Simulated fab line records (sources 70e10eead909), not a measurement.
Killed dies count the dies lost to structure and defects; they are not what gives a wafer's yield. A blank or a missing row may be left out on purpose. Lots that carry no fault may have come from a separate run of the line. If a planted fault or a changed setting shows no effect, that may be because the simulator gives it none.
fab line records    flow nand-harc
[record] lots = 7  wafers = 21  last-day = 33
route steps=1302 shown A_CONTACT@1089
lots that met no fault: taken from a fault-free run of the same line
start-h: hours from the record's first day to the start of the lot's first wafer shown    wait-h: how many hours have passed since the lot's step before this one    " repeats the value in the row above    L1.1+2: a single row standing in for several wafers    - either no value or no given start    * or withheld: withheld    < > ~ a bound
route shown NAME@n: a module of which the file shows steps, and the number in the route of the first    usual: average and standard deviation across the fault-free wafers    same: alike in all rows    chamber/n: place in a boat    sites: per-site readings    _std_site: standard deviation across them    _edge_site: the outer-site mean with the inner-site mean subtracted    radius-mm: for every site, how far away it sits from the centre of the wafer    mask NAME#n: copy n    behind: tool/chamber where the wafer was last shaped    hold: why the lot was held/for how many hours/how that ended    device: the n, p or np transistor that did not switch    end of line: tests of these same wafers at the route's end    a step with no rows: only its recipe    killed: at the first sort, the dies lost to defects and structure; wafer yield is something else    map: the dies of a wafer, with x for killed, . for not killed, _ for no die there
set.NAME: the setting the step ran with; set.NAME@STEP: the setting that earlier step ran with    model.NAME: the simulator's own value behind a step, which no gauge read
lots at selected steps of the route; one table per step, one row per wafer
services: the hour from which a tool's chamber was out of use, counted from the record's first day as start-h (under 0 if before that day), plus the number of hours and why
[[steps]]
[step NHARC_A_CONTACT_ETCH_137]
[recipe] source-w = withheld  pressure-mtorr = 20  bias-v = 1200  time-s = 311  target-depth-a = 19120  ar-flow-sccm = withheld  c4f8-flow-sccm = withheld  o2-flow-sccm = withheld  chemistry = C4F8/O2/Ar
lot.wafer  tool             chamber  start-h  wait-h  rf-hours-counter-h
L550.2     har-cap-etch-01  1        520.73   0.2     1
L550.3     "                1        "        "       -
L550.6     "                0        "        "       -
L551.2     har-cap-etch-01  0        547.17   0.2     8
L551.4     "                1        "        "       -
L551.6     "                0        "        "       -
L562.1     har-cap-etch-01  1        649.77   0.2     26
L562.3     "                1        "        "       -
L562.6     "                1        "        "       -
L563.1     har-cap-etch-02  1        654.90   0.2     112
L563.4     "                1        "        "       -
L563.6     "                0        "        "       -
L565.1     har-cap-etch-03  0        666.85   0.2     75
L565.4     "                1        "        "       -
L565.5     "                1        "        "       -
L571.4     har-cap-etch-02  1        727.22   0.2     -
L571.3     "                0        "        "       -
L571.5     "                0        "        "       -
L572.2     har-cap-etch-01  0        741.63   0.2     41
L572.4     "                1        "        "       -
L572.6     "                0        "        "       -
[step NHARC_A_CONTACT_ETCH_138]
[recipe] source-w = withheld  pressure-mtorr = 20  bias-v = 1200  time-s = 311  target-depth-a = 19140  ar-flow-sccm = withheld  c4f8-flow-sccm = withheld  o2-flow-sccm = withheld  chemistry = C4F8/O2/Ar
[step NHARC_A_CONTACT_ETCH_139]
[recipe] source-w = withheld  pressure-mtorr = 20  bias-v = 400  time-s = 195  target-depth-a = 8400  ar-flow-sccm = withheld  c4f8-flow-sccm = 11.5  o2-flow-sccm = 7.2  chemistry = C4F8/O2/Ar
[step NHARC_A_CONTACT_ETCH_92]
[recipe] target-depth-a = 400  over-etch-frac = 0.5  time-s = 85.7  ion-energy-ev = 120  ch3f-flow-sccm = 50  o2-flow-sccm = 30  ar-flow-sccm = 200  rf-w = 500  bias-w = 100  chemistry = CH3F/O2
[usual] drypump-motor-current-A = 5.8/0.52  o2-flow-sccm = 29.99/0.092  oes-product-au = 0.938/0.024  rf-vpp-V = 244.3/1.8  showerhead-plenum-p-Torr = 2.45/0.13  throttle-valve-pct = 20.663/0.0092
lot.wafer  tool         chamber  start-h  wait-h  drypump-motor-current-A  o2-flow-sccm  oes-product-au  rf-hours-counter-h  rf-vpp-V  showerhead-plenum-p-Torr  throttle-valve-pct
L550.2     rie-diel-05  2        521.83   0.5     6.4                      29.96         0.929           17                  242.0     2.28                      20.650
L550.3     "            3        "        "       5.4                      29.91         0.936           17                  243.2     2.33                      20.653
L550.6     "            3        "        "       5.4                      29.88         0.926           -                   242.7     2.33                      20.666
L551.4     rie-diel-06  2        548.29   0.4     4.6                      30.03         0.932           19                  246.4     2.48                      20.663
L551.2     "            3        "        "       5.3                      30.12         0.941           19                  244.0     2.40                      20.677
L551.6     "            0        "        "       6.4                      30.00         0.925           -                   244.3     2.49                      20.682
L562.3     rie-diel-10  1        650.82   0.4     6.5                      29.91         0.929           13                  243.6     2.41                      20.672
L562.1     "            3        "        "       5.0                      29.97         0.933           11                  244.5     2.47                      20.668
L562.6     "            2        "        "       6.0                      29.96         0.935           -                   243.8     2.52                      20.672
L563.4     rie-diel-05  2        656.00   0.4     6.5                      30.03         0.934           13                  247.5     2.66                      20.654
L563.1     "            3        "        "       5.4                      30.04         0.938           13                  243.3     2.32                      20.667
L563.6     "            3        "        "       5.4                      30.02         0.939           -                   242.6     2.32                      20.640
L565.4     rie-diel-10  2        667.90   0.4     6.0                      29.79         1.004           20                  246.3     2.51                      20.662
L565.1     "            3        "        "       5.0                      30.01         1.002           16                  244.9     2.47                      20.648
L565.5     "            3        "        "       4.9                      29.95         0.990           -                   244.9     2.47                      20.671
L571.3     rie-diel-06  1        728.24   0.4     6.0                      30.04         0.935           22                  241.8     2.28                      20.652
L571.4     "            2        "        "       4.6                      29.99         0.948           22                  244.9     2.45                      20.679
L571.5     "            1        "        "       6.0                      30.14         0.926           -                   242.5     2.28                      20.664
L572.2     rie-diel-10  0        742.72   0.5     5.6                      30.04         0.938           38                  247.6     2.64                      20.633
L572.4     "            0        "        "       5.6                      29.89         0.950           -                   246.3     2.64                      20.678
L572.6     "            2        "        "       5.9                      29.84         0.930           -                   244.9     2.50                      20.656
[step NHARC_A_CONTACT_ETCH_98]
[recipe] target-depth-a = 200  over-etch-frac = 0.5  time-s = 10  ion-energy-ev = 250  c4f6-flow-sccm = 25  o2-flow-sccm = 20  ar-flow-sccm = 500  rf-w = 600  bias-w = 500  chemistry = C4F6/O2
[step NHARC_A_CONTACT_CD_MEAS_15]
[usual] cd-nm = 189.8/0.6
lot.wafer  tool       chamber  start-h  wait-h  cd-nm
L550.2     cd-sem-03  -        522.05   -       189.1
L550.3     "          -        "        "       189.9
L550.6     "          -        "        "       189.8
L551.2     cd-sem-03  -        548.59   -       190.4
L551.4     "          -        "        "       189.5
L551.6     "          -        "        "       189.4
L562.1     cd-sem-03  -        651.04   -       189.9
L562.3     "          -        "        "       190.6
L562.6     "          -        "        "       190.7
L563.1     cd-sem-01  -        656.22   -       189.2
L563.4     "          -        "        "       189.4
L563.6     "          -        "        "       189.5
L565.1     cd-sem-02  -        668.11   -       190.6
L565.4     "          -        "        "       191.2
L565.5     "          -        "        "       190.0
L571.3     cd-sem-02  -        728.46   -       190.1
L571.4     "          -        "        "       190.1
L571.5     "          -        "        "       190.5
L572.2     cd-sem-01  -        742.98   -       189.4
L572.4     "          -        "        "       189.3
L572.6     "          -        "        "       189.4
[step NHARC_A_CONTACT_STRIP_107]
[recipe] n2-flow-sccm = 150  h2-flow-sccm = 150  ar-flow-sccm = 0  bias-w = 0  chemistry = N2/H2
[step NHARC_A_CONTACT_STRIP_108]
[recipe] cf4-flow-sccm = 100  chf3-flow-sccm = 30  ar-flow-sccm = 0  bias-w = 0  chemistry = CF4/CHF3
[step NHARC_A_CONTACT_STRIP_109]
[recipe] o2-flow-sccm = 400  cos-flow-sccm = 20  ar-flow-sccm = 0  bias-w = 0  chemistry = O2/COS
[step NHARC_A_CONTACT_ETCH_110]
[recipe] target-depth-a = 600  overetch-a = 60  time-s = 33  ion-energy-ev = 100  cf4-flow-sccm = 80  o2-flow-sccm = 20  ar-flow-sccm = 0  rf-w = 300  bias-w = 100  chemistry = CF4/O2
[usual] cf4-flow-sccm = 79.98/0.21  drypump-motor-current-A = 5.9/0.48  o2-flow-sccm = 20.00/0.064  oes-product-au = 1.003/0.0095  rf-vpp-V = 197.8/1.6  showerhead-plenum-p-Torr = 1.33/0.073  throttle-valve-pct = 13.397/0.0085
lot.wafer  tool         chamber  start-h  wait-h  cf4-flow-sccm  drypump-motor-current-A  o2-flow-sccm  oes-product-au  rf-hours-counter-h  rf-vpp-V  showerhead-plenum-p-Torr  throttle-valve-pct
L550.3     rie-diel-05  3        522.34   0.0     79.86          5.5                      20.05         1.000           18                  197.6     1.27                      13.403
L550.2     "            2        "        "       80.14          6.4                      19.98         0.992           17                  196.7     1.24                      13.400
L550.6     "            0        "        "       80.20          6.1                      20.10         0.983           -                   199.8     1.41                      13.393
L551.4     rie-diel-10  3        548.87   0.1     80.29          5.0                      20.03         0.997           41                  198.4     1.35                      13.395
L551.2     "            0        "        "       80.21          5.7                      20.05         1.011           36                  196.1     1.24                      13.396
L551.6     "            0        "        "       79.93          5.6                      19.93         0.999           -                   197.6     1.24                      13.387
L562.3     rie-diel-06  2        651.33   0.0     79.73          4.6                      20.04         1.011           58                  196.9     1.34                      13.414
L562.1     "            1        "        "       80.06          6.0                      19.87         1.012           56                  194.9     1.24                      13.404
L562.6     "            2        "        "       79.63          4.6                      19.99         1.009           -                   196.8     1.34                      13.381
L563.1     rie-diel-05  3        656.51   0.1     79.75          5.4                      19.99         1.018           13                  197.3     1.26                      13.396
L563.4     "            0        "        "       80.20          6.1                      20.07         0.999           14                  200.2     1.41                      13.408
L563.6     "            0        "        "       80.04          6.1                      20.02         1.000           -                   199.6     1.41                      13.397
L565.1     rie-diel-05  0        669.16   0.1     79.95          6.1                      19.99         0.999           18                  199.3     1.41                      13.402
L565.4     "            2        "        "       79.63          6.4                      20.00         1.001           17                  199.1     1.44                      13.396
L565.5     "            0        "        "       80.11          6.1                      20.00         1.005           -                   198.5     1.41                      13.392
L571.3     rie-diel-05  2        728.76   0.1     79.64          6.4                      20.08         1.002           26                  201.1     1.44                      13.405
L571.4     "            0        "        "       79.90          6.1                      19.98         0.996           27                  199.5     1.41                      13.372
L571.5     "            2        "        "       79.64          6.4                      20.03         0.998           -                   199.2     1.44                      13.388
L572.4     rie-diel-05  0        743.27   0.0     79.89          6.1                      20.01         0.989           28                  199.4     1.41                      13.386
L572.2     "            1        "        "       80.42          5.8                      20.07         1.005           29                  197.0     1.24                      13.393
L572.6     "            0        "        "       80.23          6.1                      20.07         1.000           -                   199.7     1.41                      13.395
[step NHARC_A_CONTACT_STRIP_26]
[recipe] o2-flow-sccm = 500  ar-flow-sccm = 0  bias-w = 0  chemistry = O2
[usual] drypump-motor-current-A = 5.9/0.47  o2-flow-sccm = 500.0/1.5  oes-product-au = 1.003/0.0095  rf-vpp-V = 57.7/0.85  showerhead-plenum-p-Torr = 3.52/0.18  throttle-valve-pct = 17.036/0.0086
lot.wafer  tool         chamber  start-h  wait-h  drypump-motor-current-A  o2-flow-sccm  oes-product-au  rf-hours-counter-h  rf-vpp-V  showerhead-plenum-p-Torr  throttle-valve-pct
L550.3     rie-diel-05  1        -        -       5.8                      501.2         1.001           17                  56.7      3.31                      17.031
L550.2     "            0        "        "       6.1                      500.3         0.990           17                  57.2      3.73                      17.038
L550.6     "            1        "        "       5.8                      500.9         0.995           -                   56.5      3.31                      17.045
L551.4     rie-diel-10  3        -        -       5.0                      503.2         0.997           41                  56.8      3.56                      17.036
L551.2     "            0        "        "       5.7                      499.6         1.008           36                  57.9      3.28                      17.029
L551.6     "            1        "        "       6.5                      498.1         1.001           -                   58.1      3.48                      17.027
L562.1     rie-diel-06  3        -        -       5.3                      498.7         1.014           56                  57.4      3.43                      17.036
L562.3     "            0        "        "       6.4                      500.3         1.012           55                  59.2      3.55                      17.036
L562.6     "            3        "        "       5.3                      499.3         1.022           -                   57.5      3.43                      17.029
L563.1     rie-diel-05  3        -        -       5.4                      497.5         1.016           13                  57.1      3.34                      17.042
L563.4     "            2        "        "       6.5                      500.8         0.994           13                  58.3      3.80                      17.051
L563.6     "            3        "        "       5.4                      497.3         1.017           -                   57.7      3.34                      17.052
L565.4     rie-diel-05  1        -        -       5.9                      498.9         0.991           18                  55.9      3.30                      17.034
L565.1     "            2        "        "       6.5                      499.7         1.000           17                  60.1      3.80                      17.037
L565.5     "            1        "        "       5.9                      500.0         1.004           -                   57.6      3.30                      17.039
L571.3     rie-diel-05  3        -        -       5.4                      500.0         1.010           25                  57.5      3.34                      17.023
L571.4     "            0        "        "       6.1                      500.4         0.986           27                  59.2      3.71                      17.034
L571.5     "            0        "        "       6.1                      501.0         0.996           -                   57.6      3.71                      17.042
L572.2     rie-diel-05  2        -        -       6.4                      500.5         1.006           28                  57.6      3.79                      17.038
L572.4     "            0        "        "       6.1                      498.6         0.995           28                  58.2      3.71                      17.027
L572.6     "            3        "        "       5.4                      499.3         1.011           -                   57.1      3.33                      17.041
[step NHARC_A_CONTACT_STRIP_27]
[recipe] time-s = 600  temp-c = 30  chemistry = post-etch-residue-remover
[step NHARC_A_CONTACT_ALD_18]
[recipe] target-thk-a = 30  pulse-time-s = 1  ald-cycles = 150  temp-c = 450  material = TiN
[usual] ald-cycles = 150/0  heater-power-w = 1110/87  precursor-pulse-height-rel = 0.997/0.019
[same] pulse-time-s = 1
lot.wafer  tool          chamber  start-h  wait-h  ald-cycles  heater-power-w  precursor-pulse-height-rel
L550.2     ald-metal-01  0        523.06   -       150         1103            1.002
L550.3     "             1        "        "       150         1002            1.000
L550.6     "             2        "        "       150         1207            1.037
L551.4     ald-metal-03  2        549.54   -       150         1032            1.026
L551.2     "             0        "        "       150         1200            1.004
L551.6     "             1        "        "       150         1161            1.051
L562.1     ald-metal-03  2        652.00   -       150         1053            1.022
L562.3     "             0        "        "       71          1221            0.984
L562.6     "             1        "        "       150         1080            1.021
L563.1     ald-metal-03  3        657.17   -       150         1158            0.992
L563.4     "             0        "        "       71          1230            0.952
L563.6     "             3        "        "       150         1117            1.017
L565.4     ald-metal-03  1        669.82   -       150         1075            1.003
L565.1     "             0        "        "       71          1189            0.961
L565.5     "             2        "        "       150         1040            0.991
L571.4     ald-metal-04  0        729.41   -       150         1053            1.012
L571.3     "             2        "        "       150         1056            0.970
L571.5     "             1        "        "       150         1309            0.973
L572.2     ald-metal-01  2        743.94   -       150         1171            0.987
L572.4     "             3        "        "       150         1055            1.007
L572.6     "             1        "        "       150         1031            1.000
[step NHARC_A_CONTACT_CVD_19]
[recipe] target-thk-a = 3000  temp-c = 300  pressure-torr = 40  wf6-flow-sccm = 40  h2-flow-sccm = 1600  ar-flow-sccm = 1560  time-s = 802  material = W
[usual] heater-power-w = 460/37  mfc-h2-sccm = 1600/4.2  throttle-valve-pct = 7.76/0.22
lot.wafer  tool      chamber  start-h  wait-h  heater-power-w  mfc-h2-sccm  throttle-valve-pct
L550.2     cvd-w-02  0        -        -       508             1600         7.68
L550.3     "         0        "        "       510             1594         7.54
L550.6     "         1        "        "       454             1592         7.81
L551.2     cvd-w-02  0        -        -       527             1601         7.89
L551.4     "         1        "        "       459             1592         7.75
L551.6     "         0        "        "       516             1602         7.27
L562.1     cvd-w-01  0        -        -       428             1596         7.85
L562.3     "         1        "        "       412             1598         7.95
L562.6     "         1        "        "       419             1596         7.97
L563.1     cvd-w-02  0        -        -       514             1598         7.33
L563.4     "         1        "        "       461             1605         7.70
L563.6     "         1        "        "       466             1603         7.45
L565.1     cvd-w-01  1        -        -       407             1599         7.66
L565.4     "         0        "        "       431             1593         7.93
L565.5     "         1        "        "       415             1602         8.14
L571.3     cvd-w-02  1        -        -       440             1593         7.65
L571.4     "         0        "        "       511             1605         7.47
L571.5     "         0        "        "       515             1597         7.28
L572.2     cvd-w-01  0        -        -       446             1596         7.96
L572.4     "         1        "        "       466             1599         8.03
L572.6     "         0        "        "       439             1598         7.62
[[services]]
tool             chamber  start-h  hours  kind
har-cap-etch-01  -        497.00   17.0   pm
cvd-w-02         -        515.87   0.6    repair
cvd-w-02         -        522.17   0.4    repair
ald-metal-01     -        526.00   10.0   pm
ald-metal-04     -        532.73   0.8    repair
ald-metal-01     0        536.53   6.3    repair
cvd-w-01         -        547.00   13.0   pm
rie-diel-06      3        557.88   3.3    repair
ald-metal-01     2        559.06   52.2   repair
ald-metal-03     -        568.00   10.0   pm
rie-diel-05      -        583.65   9.0    pm
rie-diel-10      -        596.69   9.0    pm
rie-diel-06      0        602.96   9.3    repair
har-cap-etch-02  -        610.61   0.9    repair
rie-diel-05      0        617.74   2.8    repair
har-cap-etch-02  -        623.70   0.3    repair
cvd-w-02         -        631.55   13.0   pm
rie-diel-06      1        636.48   1.5    repair
rie-diel-06      -        663.58   9.0    pm
rie-diel-06      0        695.97   2.9    repair
ald-metal-01     -        704.00   10.0   pm
rie-diel-10      0        726.04   1.5    repair
cvd-w-01         -        728.00   13.0   pm
rie-diel-10      3        738.09   11.7   repair
[[key]]
[first-sign] step = NHARC_A_CONTACT_ALD_18  reading = ald-cycles  direction = down  sigmas = 99+  usual = 150  struck = 71
effect none on later readings
met-at NHARC_A_CONTACT_ALD_18
struck-wafers L562.3,L563.4,L565.1
later-rows-left-out L562.3,L563.4,L565.1
sort-left-out L562.3,L563.4,L565.1
tester-left-out L562,L563,L565
onset-between 549.54 652.00
[fault] kind = process-parameter-drift  tool = ald-metal-03  chamber = 0  onset-h = 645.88  steps = NHARC_A_CONTACT_ALD_18  channel = ald-cycles  offset = -79  shape = step  end-h = 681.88  acts-in = these-recipes-only  stated = 150
// tester-left-out: of these lots the tester's yield and bins aren't shown, on N5 and GAA mostly nor the transistor test; their killed dies are dies lost to structure and defects alone, not to doping, threshold or leakage, so they don't give the yield
// sort-left-out: the simulated sort isn't trusted on such a fault, so these wafers' sort isn't shown, and their yield isn't known
// later-rows-left-out: the simulator's readings of these wafers behind a module that went badly wrong aren't trusted and aren't shown, but for the sort
